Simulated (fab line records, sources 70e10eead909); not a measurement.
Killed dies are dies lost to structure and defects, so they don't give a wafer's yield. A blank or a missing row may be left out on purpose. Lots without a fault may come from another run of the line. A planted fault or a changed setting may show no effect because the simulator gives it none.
Which tool did it? | flow nand_harc | 10 lots, 30 wafers sampled, at 5 steps of a route of 1302

WHAT THE GAUGES READ, wafer by wafer
NHARC_END_SORT_01. Usual: defect_limited_yield 91.4 %, standard deviation 2.7; killed_at_array 53, standard deviation 18; killed_at_other 0.8, standard deviation 1.1; killed_at_periphery 4.1, standard deviation 2.7; killed_dies 58, standard deviation 18; killed_open 3.1, standard deviation 1.7; killed_short 2.7, standard deviation 1.7; sort_bin_2_pct 3.0 %, standard deviation 1.2; sort_bin_3_pct 0.6 %, standard deviation 0.37; sort_bin_4_pct 4.9 %, standard deviation 1.5; sort_n_pass 619, standard deviation 18; sort_rim_yield_pct 91 %, standard deviation 4.1; sort_yield_pct 91.4 %, standard deviation 2.7.
lot  | measured     | on        | defect_limited_yield (%) | killed_at_array | killed_at_other | killed_at_periphery | killed_dies | killed_open | killed_short | sort_bin_2_pct (%) | sort_bin_3_pct (%) | sort_bin_4_pct (%) | sort_n_pass | sort_rim_yield_pct (%) | sort_yield_pct (%) | flag
L356 | day 30 02:23 | prober-02 | 94.5 92.2 94.1           | 37 51 40        | 0 0 0           | 0 2 0               | 37 53 40    | 2 3 2       | 2 6 1        | 1.3 2.2 1.8        | 0.4 0.4 0.3        | 3.7 5.2 3.8        | 640 624 637 | 93 94 94               | 94.5 92.2 94.1     |

WHICH TOOL RAN EACH LOT (tool, then ch and the chambers of the sampled wafers, then the start)
lot  | NHARC_P_M1_DESCUM_14               | NHARC_P_M1_STRIP_18                | NHARC_P_M1_DEGAS_29          | NHARC_P_M2_ETCH_28
L342 | rie_diel-07 ch 1,2,3, day 6 06:59  | rie_diel-11 ch 0,1, day 6 07:21    | pvd_sputter-03, day 6 07:59  | rie_diel-04 ch 0,1, day 6 11:44
L343 | rie_diel-07 ch 0,1,3, day 6 17:29  | rie_diel-08 ch 0,1,3, day 6 17:52  | pvd_sputter-02, day 6 18:34  | rie_diel-09 ch 1,3, day 6 22:47
L346 | rie_diel-07 ch 2,3, day 8 10:20    | rie_diel-08 ch 1,2, day 8 10:43    | pvd_sputter-01, day 8 11:22  | rie_diel-01 ch 0,1,3, day 8 15:14
L348 | rie_diel-11 ch 0,1, day 9 02:20    | rie_diel-11 ch 0,1, day 9 02:44    | pvd_sputter-02, day 9 06:30  | rie_diel-09 ch 1,2,3, day 9 10:09
L357 | rie_diel-08 ch 0,1,2, day 12 07:55 | rie_diel-07 ch 2,3, day 12 08:16   | pvd_sputter-03, day 12 08:56 | rie_diel-09 ch 2,3, day 12 12:39
L356 | rie_diel-08 ch 0,1, day 12 09:02   | rie_diel-07 ch 1,2,3, day 12 09:56 | pvd_sputter-02, day 12 10:37 | rie_diel-09 ch 0,1,2, day 12 14:30
L360 | rie_diel-08 ch 0,2, day 13 17:37   | rie_diel-07 ch 0,2,3, day 13 18:01 | pvd_sputter-02, day 13 18:38 | rie_diel-01 ch 0,1, day 13 22:51
L362 | rie_diel-07 ch 0,1,3, day 14 22:07 | rie_diel-08 ch 0,1,3, day 14 22:29 | pvd_sputter-03, day 14 23:08 | rie_diel-01 ch 0,2,3, day 15 02:53
L364 | rie_diel-07 ch 1,3, day 15 14:20   | rie_diel-08 ch 0,2, day 15 14:43   | pvd_sputter-02, day 15 15:22 | rie_diel-01 ch 1,2,3, day 15 19:09
L365 | rie_diel-07 ch 0,1,3, day 15 23:35 | rie_diel-07 ch 1,3, day 15 23:58   | pvd_sputter-03, day 16 00:35 | rie_diel-04 ch 1,3, day 16 04:20
- NHARC_P_M1_DESCUM_14: chemistry O2, time 3 s.
- NHARC_P_M1_STRIP_18: strips in N2/H2.
- NHARC_P_M1_DEGAS_29: time 60 s.
- NHARC_P_M2_ETCH_28: etches the open film in CF4/N2, target depth 30 nm, time 72.99 s.

WHAT THE TOOLS THEMSELVES READ (means of the sampled wafers that have a number; where no wafer has one, the mark that the record gives instead)
NHARC_P_M1_DESCUM_14. Usual: chamber_pressure_mTorr 60.01 mTorr, standard deviation 0.055; drypump_motor_current_A 5.8 A, standard deviation 0.49; oes_product_au 0.997 a.u., standard deviation 0.01; rf_vpp_V 57.7 V, standard deviation 0.87; showerhead_plenum_p_Torr 1.92 Torr, standard deviation 0.11; throttle_valve_pct 11.312 %, standard deviation 0.01.
lot  | tool        | chamber_pressure_mTorr (mTorr) | drypump_motor_current_A (A) | oes_product_au (a.u.) | rf_vpp_V (V) | showerhead_plenum_p_Torr (Torr) | throttle_valve_pct (%) | flag
L342 | rie_diel-07 | 60.01                          | 5.8                         | 1.001                 | 57.4         | 1.93                            | 11.312                 |
L343 | rie_diel-07 | 60.07                          | 5.7                         | 0.997                 | 57.4         | 1.89                            | 11.313                 |
L346 | rie_diel-07 | 60.02                          | 5.4                         | 1.004                 | 57.4         | 1.83                            | 11.316                 |
L348 | rie_diel-11 | 59.94                          | 5.7                         | 1.004                 | 57.9         | 1.90                            | 11.304                 |
L357 | rie_diel-08 | 60.02                          | 5.7                         | 0.999                 | 57.7         | 1.98                            | 11.311                 |
L356 | rie_diel-08 | 60.08                          | 5.4                         | 1.002                 | 58.4         | 2.02                            | 11.307                 |
L360 | rie_diel-08 | 60.02                          | 6.2                         | 0.991                 | 57.6         | 1.94                            | 11.320                 |
L362 | rie_diel-07 | 59.96                          | 5.7                         | 0.992                 | 57.5         | 1.88                            | 11.312                 |
L364 | rie_diel-07 | 59.99                          | 5.6                         | 1.000                 | 57.2         | 1.87                            | 11.300                 |
L365 | rie_diel-07 | 60.04                          | 5.7                         | 0.990                 | 57.0         | 1.88                            | 11.310                 |

NHARC_P_M1_STRIP_18. Usual: chamber_pressure_mTorr 30.000 mTorr, standard deviation 0.024; drypump_motor_current_A 5.8 A, standard deviation 0.49; oes_product_au 0.998 a.u., standard deviation 0.009; rf_vpp_V 90.8 V, standard deviation 1.1; showerhead_plenum_p_Torr 2.04 Torr, standard deviation 0.11; throttle_valve_pct 14.173 %, standard deviation 0.0097.
lot  | tool        | chamber_pressure_mTorr (mTorr) | drypump_motor_current_A (A) | oes_product_au (a.u.) | rf_vpp_V (V) | showerhead_plenum_p_Torr (Torr) | throttle_valve_pct (%) | flag
L342 | rie_diel-11 | 30.005                         | 6.0                         | 0.995                 | 89.5         | 1.98                            | 14.169                 |
L343 | rie_diel-08 | 30.000                         | 5.5                         | 1.013                 | 90.5         | 2.07                            | 14.170                 |
L346 | rie_diel-08 | 30.011                         | 6.0                         | 0.994                 | 90.4         | 2.08                            | 14.175                 |
L348 | rie_diel-11 | 30.024                         | 5.7                         | 1.005                 | 90.8         | 2.03                            | 14.170                 |
L357 | rie_diel-07 | 30.009                         | 5.6                         | 1.001                 | 90.1         | 2.00                            | 14.164                 |
L356 | rie_diel-07 | 29.994                         | 5.8                         | 0.994                 | 91.3         | 2.05                            | 14.174                 |
L360 | rie_diel-07 | 30.010                         | 5.5                         | 0.997                 | 90.9         | 1.96                            | 14.175                 |
L362 | rie_diel-08 | 30.001                         | 5.5                         | 1.004                 | 91.5         | 2.07                            | 14.168                 |
L364 | rie_diel-08 | 30.005                         | 6.0                         | 1.006                 | 90.8         | 2.11                            | 14.175                 |
L365 | rie_diel-07 | 30.010                         | 6.0                         | 0.988                 | 92.0         | 2.10                            | 14.176                 |

NHARC_P_M1_DEGAS_29. Usual: heater_power_w 336 W, standard deviation 48.
lot  | tool           | heater_power_w (W) | flag
L342 | pvd_sputter-03 | 362                |
L343 | pvd_sputter-02 | 406                |
L346 | pvd_sputter-01 | 284                |
L348 | pvd_sputter-02 | 334                |
L357 | pvd_sputter-03 | 351                |
L356 | pvd_sputter-02 | 372                |
L360 | pvd_sputter-02 | 331                |
L362 | pvd_sputter-03 | 345                |
L364 | pvd_sputter-02 | 326                |
L365 | pvd_sputter-03 | 359                |

NHARC_P_M2_ETCH_28. Usual: chamber_pressure_mTorr 29.999 mTorr, standard deviation 0.029; drypump_motor_current_A 5.6 A, standard deviation 0.52; oes_product_au 0.999 a.u., standard deviation 0.012; rf_vpp_V 313.6 V, standard deviation 2; showerhead_plenum_p_Torr 2.60 Torr, standard deviation 0.11; throttle_valve_pct 19.795 %, standard deviation 0.0088.
lot  | tool        | chamber_pressure_mTorr (mTorr) | drypump_motor_current_A (A) | oes_product_au (a.u.) | rf_vpp_V (V) | showerhead_plenum_p_Torr (Torr) | throttle_valve_pct (%) | flag
L342 | rie_diel-04 | 30.001                         | 5.7                         | 0.999                 | 314.7        | 2.67                            | 19.795                 |
L343 | rie_diel-09 | 29.967                         | 5.4                         | 1.003                 | 312.5        | 2.54                            | 19.798                 |
L346 | rie_diel-01 | 30.012                         | 6.1                         | 1.006                 | 314.6        | 2.66                            | 19.795                 |
L348 | rie_diel-09 | 29.966                         | 5.2                         | 0.988                 | 312.4        | 2.52                            | 19.787                 |
L357 | rie_diel-09 | 30.004                         | 5.2                         | 0.906                 | 312.1        | 2.53                            | 19.788                 | OFF
L356 | rie_diel-09 | 29.995                         | 5.2                         | 0.900                 | 312.9        | 2.57                            | 19.793                 | OFF
L360 | rie_diel-01 | 29.989                         | 5.8                         | 0.994                 | 312.4        | 2.57                            | 19.792                 |
L362 | rie_diel-01 | 29.989                         | 5.9                         | 1.006                 | 313.1        | 2.62                            | 19.796                 |
L364 | rie_diel-01 | 30.025                         | 5.9                         | 1.014                 | 315.3        | 2.68                            | 19.791                 |
L365 | rie_diel-04 | 30.014                         | 5.4                         | 0.993                 | 312.7        | 2.52                            | 19.804                 |

THE ANSWER, worked out from the rows above alone
Rule: a lot is off if the mean of its wafers that have a number lies more than 3 standard deviations from the usual mean. A lot without any number at a reading at which 4 lots or more have one is off too. The other lots that the step has rows for count as sound. The gauges are gone through in route order, then the tools' own readings, and for those a lot's mean is taken as printed above. The first step at which some lot is off is used, and at that step the reading that is off furthest; a lot without a number counts as furthest.
Off: L357, L356, at NHARC_P_M2_ETCH_28 (oes_product_au).
A tool fits if, at that step or a process step before it, it ran every lot that is off, and no sound lot after the first of them. One fits: rie_diel-09 at NHARC_P_M2_ETCH_28. Its last sound lot is L348 (day 9 10:09), its first lot that is off L357 (day 12 12:39): a fault that began between those two fits.
The tool's own readings at NHARC_P_M2_ETCH_28 bear it out: on the lots that are off they differ by more than 5 times the standard deviation of the sound lots' means. oes_product_au reads 0.903 a.u. there against 1.000 a.u. on the sound lots.

WHAT THE SIMULATOR HAD PUT IN
Process parameter drift: rie_diel-09, from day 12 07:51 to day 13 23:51, at NHARC_P_M2_ETCH_28. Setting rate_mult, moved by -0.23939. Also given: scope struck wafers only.
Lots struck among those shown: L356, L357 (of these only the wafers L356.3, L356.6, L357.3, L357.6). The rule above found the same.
